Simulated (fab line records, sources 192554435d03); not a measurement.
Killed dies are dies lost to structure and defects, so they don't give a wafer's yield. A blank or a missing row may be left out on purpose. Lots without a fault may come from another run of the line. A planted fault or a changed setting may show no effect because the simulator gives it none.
fab line records | flow n5_finfet
record lots=8 wafers=24 last_day=20
route steps=1938 shown BEOL_M4@1111 BEOL_M13@1694 PASSIVATION@1936
lots that met no fault: from a run of the same line without faults
start_h: hours from the record's first day to the start of the lot's first wafer shown | wait_h: hours since the lot's step before | " the same as in the row above | L1.1+2: a row that stands for several wafers | - no value, or no start given | * or withheld: withheld | < > ~ a bound
route shown NAME@n: a module of which the file shows steps, and the number in the route of the first | usual: mean/standard deviation of fault-free wafers | same: alike in all rows | chamber/n: place in a boat | sites: the reading at each site | _std_site: their standard deviation | _edge_site: outer sites' mean less inner sites' | radius_mm: how far each site lies from the wafer's centre | mask NAME#n: copy n | behind: the tool/chamber that last shaped the wafer | hold: why the lot was held/for how many hours/how that ended | device: the transistor (n, p or np) that didn't switch | end of line: the same wafers' tests at the end of the route | a step without rows: its recipe alone | killed: dies lost to structure and defects at the first sort, not the wafer's yield | map: a wafer's dies, x killed, . not, _ none there
set.NAME: the setting as run; set.NAME@STEP: as run at that earlier step | model.NAME: the simulator's own value behind a step, which no gauge read
steps of the route over a sample of lots; a table a step, a row a wafer
services: from which hour (start_h, from the record's first day; less than 0 if before it) a tool's chamber was out of use, for how many hours, and why
## steps
# step N5_BEOL_M4_RC_MEAS_101
# usual DIBL_N=36.5/1.2 DIBL_P=36.5/1.6 IOFF_N=0.162/0.023 IOFF_P=0.221/0.03 ION_N=678/8 ION_P=466/6.3 SS_N=71.6/0.46 SS_P=73.3/0.57 VT_N=249.2/2.6 VT_P=-249/3.3
# columns lot.wafer tool chamber start_h wait_h DIBL_N[mV/V] DIBL_P[mV/V] IOFF_N[nA/um] IOFF_P[nA/um] ION_N[uA/um] ION_P[uA/um] SS_N[mV/dec] SS_P[mV/dec] VT_N[mV] VT_P[mV]
L828.1 prober-02 0 235.17 0.0 34.9 33.9 0.131 0.212 674 468 71.7 72.4 250.3 -247
L828.2 " 0 " " 35.4 32.9 0.129 0.198 664 456 71.5 72.3 253.1 -251
L828.5 " 0 " " 36.6 34.1 0.145 0.216 668 469 72.1 72.4 250.4 -247
L829.1 prober-02 0 241.66 0.0 36.6 38.9 0.186 0.239 683 467 71.1 74.4 248.0 -248
L829.3 " 0 " " 37.0 39.9 0.209 0.253 693 470 71.8 73.7 244.0 -245
L829.5 " 0 " " 36.9 39.0 0.191 0.232 682 470 71.4 73.8 246.5 -248
L827.1 prober-02 0 242.59 0.4 35.9 36.2 0.143 0.197 676 470 71.2 73.5 251.3 -252
L827.2 " 0 " " 38.2 38.8 0.187 0.249 691 468 71.9 74.2 247.9 -249
L827.4 " 0 " " 34.9 34.9 0.126 0.177 664 458 71.0 73.4 253.5 -254
L834.1 prober-02 0 265.30 0.0 37.9 37.1 0.180 0.229 680 463 71.7 73.1 246.5 -248
L834.4 " 0 " " 38.1 36.4 0.169 0.214 674 460 71.5 73.1 248.7 -249
L834.6 " 0 " " 38.1 37.2 0.179 0.227 678 468 72.0 72.6 247.2 -252
L841.1 prober-02 0 320.28 0.0 35.0 36.7 0.145 0.218 684 475 71.1 73.9 249.7 -248
L841.4 " 0 " " 35.2 35.8 0.135 0.209 681 474 71.5 73.2 251.7 -251
L841.5 " 0 " " 36.1 37.5 0.160 0.250 686 481 71.6 73.1 249.6 -246
L842.1 prober-01 0 325.68 0.0 36.9 36.6 0.173 0.202 686 460 71.6 73.0 248.1 -253
L842.4 " 0 " " 35.9 36.2 0.165 0.208 693 468 71.5 73.9 248.6 -250
L842.6 " 0 " " 35.0 35.2 0.147 0.184 682 463 70.8 72.8 249.1 -251
L847.1 prober-02 0 357.87 0.0 36.5 36.1 0.189 0.268 692 478 71.5 73.4 246.6 -241
L847.2 " 0 " " 34.9 33.7 0.157 0.225 680 474 71.4 72.5 248.0 -245
L847.3 " 0 " " 34.3 34.0 0.154 0.230 686 477 71.4 72.6 248.0 -246
L848.4 prober-02 0 367.87 0.5 38.1 38.1 0.181 0.251 678 468 72.3 74.5 248.3 -249
L848.5 " 0 " " 37.7 36.9 0.170 0.233 691 469 72.2 74.4 249.1 -247
L848.6 " 0 " " 39.2 38.9 0.206 0.258 690 463 72.1 73.9 245.9 -249
# step N5_BEOL_M13_ETCH_68
# recipe chemistry=N2/H2 target=SOC mask_material=SiARC source_w=3000 bias_w=350 temp_c=40 time_s=355 ion_energy_ev=200 pressure_mtorr=30 n2_flow_sccm=200 h2_flow_sccm=200
# usual drypump_motor_current_A=5.8/0.43 oes_product_au=0.78/0.089 rf_vpp_V=523.3/2.4 showerhead_plenum_p_Torr=2.52/0.082 throttle_valve_pct=17.86/0.24
# columns lot.wafer tool chamber start_h wait_h drypump_motor_current_A oes_product_au rf_hours_counter_h rf_vpp_V showerhead_plenum_p_Torr throttle_valve_pct
L828.1 rie_diel-05 0 306.99 0.1 5.8 0.67 244 522.9 2.50 17.74
L828.2 " 3 " " 6.4 0.73 179 523.0 2.52 18.10
L828.5 " 3 " " 6.4 0.74 - 523.1 2.52 18.05
L827.1 rie_diel-05 2 312.91 0.1 6.2 0.88 39 520.7 2.48 17.69
L827.2 " 1 " " 5.3 0.86 70 523.6 2.58 17.59
L827.4 " 3 " " 6.4 0.73 181 523.4 2.52 18.10
L829.1 rie_diel-05 0 313.54 0.1 5.8 0.67 247 521.5 2.50 17.74
L829.3 " 3 " " 6.3 0.74 182 522.3 2.52 18.08
L829.5 " 2 " " 6.2 0.88 - 522.3 2.48 17.69
L834.1 rie_diel-02 0 338.68 0.1 4.8 0.89 40 525.4 2.58 17.73
L834.4 " 1 " " 5.6 0.72 205 521.3 2.42 18.12
L834.6 " 0 " " 4.8 0.89 - 524.4 2.58 17.72
L841.1 rie_diel-05 1 399.64 0.1 5.3 0.82 107 524.2 2.56 17.65
L841.4 " 0 " " 5.8 0.94 18 521.3 2.49 17.34
L841.5 " 3 " " 6.4 0.71 - 523.0 2.51 18.15
L842.1 rie_diel-02 3 405.52 0.1 5.9 0.69 247 519.6 2.41 17.95
L842.4 " 2 " " 6.0 0.79 130 521.1 2.45 17.88
L842.6 " 1 " " 5.6 0.70 - 519.5 2.41 18.14
L847.1 rie_diel-05 2 426.66 0.1 6.2 0.83 82 522.8 2.47 17.77
L847.2 " 1 " " 5.4 0.81 114 525.2 2.56 17.68
L847.3 " 0 " " 5.8 0.91 26 523.7 2.48 17.37
L848.4 rie_diel-03 3 440.40 0.1 5.5 0.66 244 525.8 2.61 18.02
L848.5 " 1 " " 5.8 0.68 - 522.6 2.50 18.32
L848.6 " 0 " " 5.9 0.74 - 526.0 2.65 18.05
# step N5_BEOL_M13_TRENCH_ETCH_34
# recipe chemistry=C4F8/O2/Ar target=SiOC target_depth_a=4134.7 mask_material=SOC pressure_mtorr=30 source_w=3000 bias_w=700 Ar_flow_sccm=400 C4F8_flow_sccm=15 O2_flow_sccm=8 he_inner_torr=15 he_outer_torr=30 time_s=162.6 ion_energy_ev=250
# usual drypump_motor_current_A=5.8/0.43 oes_product_au=0.78/0.09 rf_vpp_V=664.7/3 showerhead_plenum_p_Torr=3.39/0.1 throttle_valve_pct=24.27/0.22
# columns lot.wafer tool chamber start_h wait_h drypump_motor_current_A oes_product_au rf_hours_counter_h rf_vpp_V showerhead_plenum_p_Torr throttle_valve_pct
L828.1 rie_diel-05 0 307.21 0.0 5.8 0.66 244 663.4 3.37 24.05
L828.2 " 3 " " 6.4 0.73 179 665.5 3.40 24.54
L828.5 " 3 " " 6.4 0.73 - 664.2 3.40 24.54
L827.1 rie_diel-05 2 313.14 0.0 6.2 0.89 39 663.5 3.34 24.21
L827.2 " 1 " " 5.4 0.86 71 666.2 3.46 24.00
L827.4 " 3 " " 6.4 0.73 182 665.9 3.40 24.54
L829.1 rie_diel-05 0 313.76 0.0 5.8 0.67 247 663.2 3.37 24.04
L829.3 " 3 " " 6.4 0.74 182 664.9 3.40 24.54
L829.5 " 2 " " 6.2 0.89 - 662.0 3.34 24.22
L834.1 rie_diel-02 0 338.90 0.0 4.8 0.90 40 667.7 3.46 24.15
L834.4 " 1 " " 5.6 0.71 205 661.2 3.25 24.46
L834.6 " 0 " " 4.8 0.90 - 668.1 3.46 24.13
L841.1 rie_diel-05 1 399.86 0.0 5.4 0.82 107 667.4 3.45 24.05
L841.4 " 0 " " 5.8 0.93 18 663.9 3.36 23.78
L841.5 " 3 " " 6.4 0.70 - 664.3 3.38 24.59
L842.1 rie_diel-02 3 405.75 0.0 5.9 0.68 247 660.4 3.24 24.19
L842.4 " 2 " " 6.1 0.78 130 661.5 3.30 24.34
L842.6 " 1 " " 5.6 0.70 - 661.9 3.25 24.47
L847.1 rie_diel-05 2 426.89 0.0 6.2 0.83 82 663.0 3.32 24.28
L847.2 " 1 " " 5.3 0.81 114 667.5 3.44 24.07
L847.3 " 0 " " 5.8 0.91 26 663.7 3.35 23.78
L848.4 rie_diel-03 3 440.62 0.0 5.5 0.66 244 670.8 3.51 24.46
L848.5 " 1 " " 5.7 0.67 - 664.1 3.38 24.69
L848.6 " 0 " " 6.0 0.74 - 667.5 3.53 24.31
# step N5_BEOL_M13_STRIP_37
# recipe chemistry=N2/H2 power_w=1000 temp_c=250 h2_frac=0.65 overash_fraction=0.3 pressure_mtorr=withheld n2_flow_sccm=1750 h2_flow_sccm=3250
# usual drypump_motor_current_A=5.91/0.17 heater_power_w=350/36 oes_product_au=0.784/0.01
# columns lot.wafer tool chamber start_h wait_h drypump_motor_current_A heater_power_w oes_product_au rf_hours_counter_h
L828.1 plasma_asher-02 0 307.42 0.0 5.93 332 0.789 77
L828.2 " 1 " " 5.73 402 0.815 77
L828.5 " 0 " " 5.92 338 0.787 -
L827.1 plasma_asher-01 0 313.35 0.0 5.87 316 0.791 133
L827.2 " 1 " " 6.19 318 0.770 133
L827.4 " 0 " " 5.89 308 0.781 -
L829.1 plasma_asher-02 0 313.98 0.0 5.90 338 0.787 78
L829.3 " 0 " " 5.91 339 0.775 -
L829.5 " 0 " " 5.88 338 0.797 -
L834.1 plasma_asher-01 1 339.12 0.0 6.27 332 0.782 139
L834.4 " 1 " " 6.26 331 0.782 -
L834.6 " 1 " " 6.24 323 0.780 -
L841.1 plasma_asher-01 0 400.08 0.0 5.85 316 0.777 154
L841.4 " 1 " " 6.25 327 0.788 -
L841.5 " 0 " " 5.90 311 0.774 -
L842.1 plasma_asher-01 0 405.96 0.0 5.83 314 0.791 155
L842.4 " 0 " " 5.81 313 0.785 -
L842.6 " 1 " " 6.23 317 0.793 -
L847.1 plasma_asher-02 1 427.10 0.0 5.72 389 0.789 99
L847.2 " 0 " " 5.90 335 0.792 99
L847.3 " 0 " " 5.90 328 0.782 -
L848.4 plasma_asher-01 1 440.85 0.1 6.23 321 0.770 -
L848.5 " 0 " " 5.84 308 0.767 -
L848.6 " 1 " " 6.21 324 0.783 -
# step N5_BEOL_M13_SPUTTER_43
# recipe material=TaN target_thk_a=150 temp_c=50 bias_v=168.6 power_w=15000 chamber_pressure_pa=0.12 time_s=24.19
# usual bias_v=168.6/1.7 cathode_dc_power_W=15000/2.7 throttle_valve_pct=29.6/1
# columns lot.wafer tool chamber start_h wait_h bias_v cathode_dc_power_W throttle_valve_pct
L828.1 pvd_sputter-02 - 309.33 0.0 172.1 15003 28.6
L828.2 " - " " 167.9 15005 30.4
L828.5 " - " " 165.7 15001 29.8
L827.1 pvd_sputter-02 - 313.73 0.0 171.2 15002 31.4
L827.2 " - " " 167.6 14999 30.0
L827.4 " - " " 169.9 14999 28.4
L829.1 pvd_sputter-03 - 316.77 0.0 169.6 14998 27.7
L829.3 " - " " 166.9 15000 30.6
L829.5 " - " " 165.5 15002 29.3
L834.1 pvd_sputter-03 - 339.82 0.0 165.5 14999 29.2
L834.4 " - " " 167.7 14997 31.0
L834.6 " - " " 167.6 15001 29.2
L841.1 pvd_sputter-02 - 405.37 0.0 - - -
L841.4 " - " " - - -
L841.5 " - " " - - -
L842.1 pvd_sputter-01 - 406.68 0.0 - - -
L842.4 " - " " - - -
L842.6 " - " " - - -
L847.1 pvd_sputter-02 - 428.79 0.0 - - -
L847.2 " - " " - - -
L847.3 " - " " - - -
L848.4 pvd_sputter-01 - 443.16 0.0 169.3 15002 29.6
L848.5 " - " " 168.4 15000 28.4
L848.6 " - " " 171.7 14997 29.9
# step N5_BEOL_M13_CMP_49
# recipe stop_on=SiOC t_overpolish_s=17.1 down_force_psi=1 platen_rpm=50 clearing_platen_down_force_psi=1.5 clearing_platen_rpm=50 post_cmp_clean=cu_alkaline target_thk_nm=420 clearing_platen_pad_velocity_m_s=0.99484 pad_velocity_m_s=0.99484
# usual barrier_field_endpoint_s=30.4/0.64 clearing_platen_down_force_psi=1.5003/0.0029 motor_current_A=6.2/0.72
# columns lot.wafer tool chamber start_h wait_h barrier_field_endpoint_s clearing_platen_down_force_psi motor_current_A
L828.1 cmp-03 1 310.26 0.4 30.2 1.4993 8.7
L828.2 " 2 " " 29.9 1.4975 6.4
L828.5 " 1 " " 29.9 1.5033 9.1
L827.1 cmp-04 0 314.47 0.3 30.5 1.5030 6.0
L827.4 " 1 " " 29.8 1.5023 6.2
L827.2 " 2 " " 29.6 1.5018 5.9
L829.3 cmp-04 1 317.53 0.2 30.9 1.4986 6.7
L829.1 " 0 " " 31.4 1.5002 6.1
L829.5 " 2 " " 30.5 1.5048 5.7
L834.4 cmp-04 0 340.60 0.2 28.5 1.4989 6.2
L834.1 " 2 " " 29.7 1.4982 5.8
L834.6 " 0 " " 29.5 1.4974 6.0
L841.1 cmp-04 0 408.76 0.3 12.1 1.5027 6.1
L841.4 " 2 " " 11.9 1.4991 5.8
L841.5 " 0 " " 12.3 1.5021 6.3
L842.4 cmp-02 2 409.57 0.2 12.5 1.4994 6.2
L842.1 " 3 " " 12.1 1.5055 5.9
L842.6 " 1 " " 12.3 1.5005 5.9
L847.2 cmp-03 3 429.62 0.2 12.6 1.5018 6.5
L847.3 " 0 " " 12.4 1.5025 6.4
L847.1 " 1 " " 12.2 1.5010 9.0
L848.4 cmp-04 3 444.18 0.2 30.8 1.5062 6.2
L848.6 " 0 " " 30.6 1.5001 6.0
L848.5 " 1 " " 30.6 1.5026 6.4
# step N5_PASSIVATION_PROBE_49
# usual defect_limited_yield=91.2/1.3 killed_at_M0_to_M3=34/9.2 killed_at_M4_up=14/5 killed_at_contacts=13/6.7 killed_at_front_end=39/12 killed_at_other=4/3.3 killed_dies=104/15 killed_on_rim=14/3.7 killed_open=68/12 killed_short=34/7.5 sort_bin_5_function=5.2/0.87 sort_bin_6_memory=3.3/0.63 sort_n_pass=1076/15 sort_yield_pct=91.2/1.3
# same gross_dies=1180 killed_at_back_side=0 sort_bin_4_leakage[%]=0 sort_bin_8_speed[%]=0
# columns lot.wafer tool chamber start_h wait_h defect_limited_yield[%] killed_at_M0_to_M3 killed_at_M4_up killed_at_contacts killed_at_front_end killed_at_other killed_dies killed_on_rim killed_open killed_short sort_bin_5_function[%] sort_bin_6_memory[%] sort_n_pass sort_yield_pct[%]
L841.1 prober-02 - 439.54 0.0 80.8 60 115 9 36 7 227 20 85 47 13.3 5.3 953 80.8
L841.4 prober-02 - 439.69 0.2 81.7 36 108 10 57 5 216 58 74 41 13.5 4.2 964 81.7
L841.5 prober-02 - 439.74 0.2 84.1 47 81 5 46 9 188 15 80 36 11.5 4.2 992 84.1
L842.1 prober-02 - 439.84 0.3 81.0 55 109 9 48 3 224 19 83 40 15.7 2.6 956 81.0
L842.4 prober-02 - 439.99 0.5 84.3 32 87 10 50 6 185 45 59 45 11.7 3.3 995 84.3
L842.6 prober-02 - 440.09 0.6 84.0 34 91 10 51 3 189 17 68 37 12.1 3.5 991 84.0
L847.1 prober-02 - 463.50 0.0 84.1 43 108 11 21 5 188 31 63 35 12.1 3.7 992 84.1
L847.2 prober-02 - 463.55 0.1 84.1 41 80 18 46 3 188 61 75 42 11.7 3.3 992 84.1
L847.3 prober-02 - 463.60 0.1 85.1 52 92 7 23 2 176 16 64 35 11.9 2.5 1004 85.1
# killed by level:class
L841.1 BEOL_M13:area_sputter=91 BEOL_M0_SAQP:geometric_particle:open=19 BEOL_M0_SAQP:geometric_particle:short=19 BEOL_M4:geometric_particle:open=10 FIN_SAQP:geometric_particle:open=9 BEOL_M3:geometric_particle:open=8 MOL_CONTACT_COAG:geometric_particle:open=7 BEOL_M2:geometric_particle:open=7
L841.4 BEOL_M13:area_sputter=98 FIN_SAQP:geometric_particle:open=10 BEOL_M3:geometric_particle:open=9 GATE_CUT:geometric_particle:short=7 FIN_SAQP:geometric_particle:short=6 DUMMY_GATE:geometric_particle:open=6 ILD0:geometric_particle:short=6 MOL_CONTACT_COAG:geometric_particle:open=6
L841.5 BEOL_M13:area_sputter=71 FIN_SAQP:geometric_particle:open=16 BEOL_M3:geometric_particle:open=11 BEOL_M0_SAQP:geometric_particle:open=10 BEOL_M2:geometric_particle:open=9 FIN_SAQP:geometric_particle:short=8 STI_FIN_REVEAL:geometric_particle:open=6 GATE_CUT:geometric_particle:short=5
L842.1 BEOL_M13:area_sputter=99 BEOL_M3:geometric_particle:open=19 FIN_SAQP:geometric_particle:short=15 FIN_SAQP:geometric_particle:open=13 BEOL_M1:geometric_particle:open=9 MOL_CONTACT_COAG:geometric_particle:open=7 BEOL_M2:geometric_particle:open=7 STI_FIN_REVEAL:geometric_particle:open=6
L842.4 BEOL_M13:area_sputter=80 FIN_SAQP:geometric_particle:short=18 STI_FIN_REVEAL:geometric_particle:open=11 MOL_CONTACT_COAG:geometric_particle:open=8 BEOL_M0_SAQP:geometric_particle:open=8 BEOL_M0_SAQP:geometric_particle:short=7 BEOL_M2:geometric_particle:open=6 DUMMY_GATE:geometric_particle:open=4
L842.6 BEOL_M13:area_sputter=83 FIN_SAQP:geometric_particle:open=15 FIN_SAQP:geometric_particle:short=10 BEOL_M3:geometric_particle:open=8 MOL_CONTACT_COAG:geometric_particle:open=7 ILD0:geometric_particle:short=6 BEOL_M2:geometric_particle:open=6 BEOL_M0_SAQP:geometric_particle:open=5
L847.1 BEOL_M13:area_sputter=88 BEOL_M2:geometric_particle:open=11 MOL_CONTACT_COAG:geometric_particle:open=9 BEOL_M0_SAQP:geometric_particle:short=9 BEOL_M4:geometric_particle:open=9 BEOL_M0_SAQP:geometric_particle:open=8 FIN_SAQP:geometric_particle:short=6 BEOL_M0:geometric_particle:open=5
L847.2 BEOL_M13:area_sputter=64 MOL_CONTACT_COAG:geometric_particle:open=13 BEOL_M0_SAQP:geometric_particle:short=12 STI_FIN_REVEAL:geometric_particle:open=8 BEOL_M0_SAQP:geometric_particle:open=7 GATE_CUT:geometric_particle:open=6 BEOL_M2:geometric_particle:open=6 BEOL_M4:geometric_particle:open=6
L847.3 BEOL_M13:area_sputter=74 BEOL_M0_SAQP:geometric_particle:short=17 BEOL_M0_SAQP:geometric_particle:open=11 BEOL_M3:geometric_particle:open=11 BEOL_M4:geometric_particle:open=8 BEOL_M0:geometric_particle:open=6 MOL_CONTACT_COAG:geometric_particle:open=5 BEOL_M4:geometric_particle:short=4
## services
# columns tool chamber start_h hours kind
rie_diel-02 0 294.77 12.3 repair
cmp-02 - 312.09 4.0 pm
rie_diel-03 1 312.30 15.5 repair
rie_diel-05 3 315.21 3.1 repair
rie_diel-05 0 321.37 - clean
rie_diel-05 0 321.37 - consumable_replace:focus_ring
rie_diel-05 0 321.37 26.0 scheduled_down
rie_diel-02 2 322.19 4.5 repair
rie_diel-03 - 327.21 28.1 pm
rie_diel-05 - 329.22 0.3 repair
rie_diel-02 - 332.96 1.8 repair
rie_diel-02 0 350.85 2.9 repair
plasma_asher-01 - 358.00 0.4 repair
cmp-02 - 358.42 7.3 pm
rie_diel-02 - 368.45 4.3 pm
rie_diel-03 - 374.24 1.1 repair
rie_diel-05 3 381.29 7.0 repair
cmp-02 - 385.38 0.5 repair
rie_diel-03 - 408.89 2.8 pm
rie_diel-02 - 412.46 0.3 repair
cmp-02 - 423.25 2.1 repair
rie_diel-05 2 431.49 8.2 repair
rie_diel-05 0 434.83 5.0 repair
cmp-03 - 440.34 6.3 pm
## key
first_sign step=N5_BEOL_M13_SPUTTER_43 reading=tool_record direction=missing
effect step=N5_BEOL_M13_CMP_49 reading=barrier_field_endpoint_s direction=down sigmas=29 usual=30.4 struck=12.3
effect step=N5_PASSIVATION_PROBE_49 reading=killed_at_M4_up direction=up sigmas=16 usual=14 struck=97
more_kills_born_at N5_BEOL_M13_SPUTTER_43@pvd_sputter-02=486 N5_BEOL_M13_SPUTTER_43@pvd_sputter-01=262
met_at N5_BEOL_M13_SPUTTER_43
struck_lots L841,L842,L847
not_acting_at N5_BEOL_M13_ETCH_68,N5_BEOL_M13_TRENCH_ETCH_34,N5_BEOL_M13_STRIP_37
onset_between 313.73 405.37
fault kind=skipped_step_whole tool=pvd_sputter-01,pvd_sputter-02 chamber=- onset_h=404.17 steps=N5_BEOL_M13_SPUTTER_43 scope=struck_lots_only
